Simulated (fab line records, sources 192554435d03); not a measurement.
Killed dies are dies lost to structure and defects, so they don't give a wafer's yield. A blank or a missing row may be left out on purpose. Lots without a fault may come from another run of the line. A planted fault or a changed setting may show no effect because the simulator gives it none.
One fault seen from 3 desks | flow n5_finfet | each desk has only its own numbers; what lay behind them comes last

THE METROLOGY DESK
What the gauges read, lot by lot, whatever tool the lot ran on: means of the sampled wafers that have a number. A lot is out of limits, marked OUT, if its mean lies more than 4 standard deviations from the usual mean; the brackets give that distance. Of its 11 readings 7 are shown: the one that was out of limits first, and those that lie furthest out on some lot.
Columns: A = thk_nm at N5_FIN_SAQP_THK_MEAS_07, usual 60.0 nm; B = DIBL_N at N5_BEOL_M4_RC_MEAS_101, usual 36.0 mV/V; C = IOFF_N at N5_BEOL_M4_RC_MEAS_101, usual 0.156 nA/um; D = IOFF_P at N5_BEOL_M4_RC_MEAS_101, usual 0.21 nA/um; E = ION_P at N5_BEOL_M4_RC_MEAS_101, usual 463 uA/um; F = SS_P at N5_BEOL_M4_RC_MEAS_101, usual 73.3 mV/dec; G = VT_P at N5_BEOL_M4_RC_MEAS_101, usual -250 mV
lot  | first seen here | A              | B    | C     | D    | E   | F    | G
L564 | day 2 10:02     | 60.4           | 36.4 | 0.169 | 0.18 | 456 | 73.6 | -255
L567 | day 3 03:28     | 59.8           | 36.0 | 0.141 | 0.20 | 461 | 73.2 | -250
L568 | day 3 09:03     | 60.3           | 38.1 | 0.173 | 0.23 | 461 | 74.4 | -251
L570 | day 3 22:50     | 60.0           | 36.3 | 0.161 | 0.21 | 463 | 73.8 | -249
L572 | day 4 10:59     | 60.1           | 33.9 | 0.137 | 0.21 | 463 | 73.1 | -248
L577 | day 5 15:53     | 40.8 (-24) OUT | 36.0 | 0.170 | 0.19 | 460 | 73.9 | -253
L580 | day 6 08:50     | 30.2 (-38) OUT | 33.7 | 0.123 | 0.15 | 449 | 72.9 | -256
L582 | day 6 21:09     | 49.5 (-13) OUT | 38.0 | 0.196 | 0.23 | 463 | 74.0 | -251
L585 | day 7 15:08     | 59.6           | 36.4 | 0.172 | 0.22 | 465 | 73.2 | -251
This desk's finding: out of limits on L577, L580, L582; first on L577, day 5 15:53 (thk_nm at N5_FIN_SAQP_THK_MEAS_07). In limits: L564, L567, L568, L570, L572, L585.

THE DEFECT DESK
What the inspections along the route counted, lot by lot: means of the sampled wafers that have a number. A lot is out of limits, marked OUT, if its mean lies more than 4 standard deviations from the usual mean; the brackets give that distance.
Columns: A = raw_defect_count at N5_PMOS_HMC_CHANNEL_EPI_INSPECT_30, usual 20
lot  | first seen here | A
L564 | day 2 08:40     | 18
L567 | day 3 02:38     | 29
L568 | day 3 08:05     | 20
L570 | day 3 20:56     | 15
L572 | day 4 10:05     | 17
L577 | day 5 14:58     | 23
L580 | day 6 07:59     | 12
L582 | day 6 20:19     | 19
L585 | day 7 14:16     | 21
This desk's finding: nothing out of limits on any of the 9 lots.

THE TOOL OWNER'S DESK: pecvd-01
The tool's own readings at N5_FIN_SAQP_PECVD_06 (deposits a-Si from SiH4/He, target thk 60 nm, time 48.1 s): means of the sampled wafers that have a number, for each lot that ran on this tool. A lot is out of limits, marked OUT, if its mean lies more than 4 standard deviations from the usual mean; the brackets give that distance.
Columns: A = heater_power_w at N5_FIN_SAQP_PECVD_06, usual 814 W; B = showerhead_plenum_p_Torr at N5_FIN_SAQP_PECVD_06, usual 5.66 Torr; C = throttle_valve_pct at N5_FIN_SAQP_PECVD_06, usual 17.8 %
lot  | first seen here | A   | B    | C
L564 | day 2 09:56     | 744 | 5.64 | 17.5
L567 | day 3 03:23     | 779 | 5.60 | 17.6
L568 | day 3 08:58     | 813 | 5.58 | 18.4
L577 | day 5 15:47     | 790 | 5.62 | 17.4
L580 | day 6 08:44     | 740 | 5.61 | 17.2
L582 | day 6 21:04     | 766 | 5.61 | 17.6
This desk's finding: nothing out of limits on any of the 6 lots.

PUT TOGETHER
The metrology desk could have raised an alarm at day 5 15:53, on L577, L580, L582.
The defect desk saw nothing out of limits.
The tool owner's desk saw nothing out of limits.
The defect desk has L577, L580, L582 on record, within its limits.
The tool owner's desk has L577, L580, L582 on record, within its limits.
Of the lots named, all ran N5_FIN_SAQP_PECVD_06 on pecvd-01.

WHAT THE SIMULATOR HAD PUT IN
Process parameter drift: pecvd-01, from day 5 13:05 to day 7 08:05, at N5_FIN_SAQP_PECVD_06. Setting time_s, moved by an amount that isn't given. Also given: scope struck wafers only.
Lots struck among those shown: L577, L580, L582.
Hours from the fault's start to each desk's first reading out of limits: the metrology desk, 3.
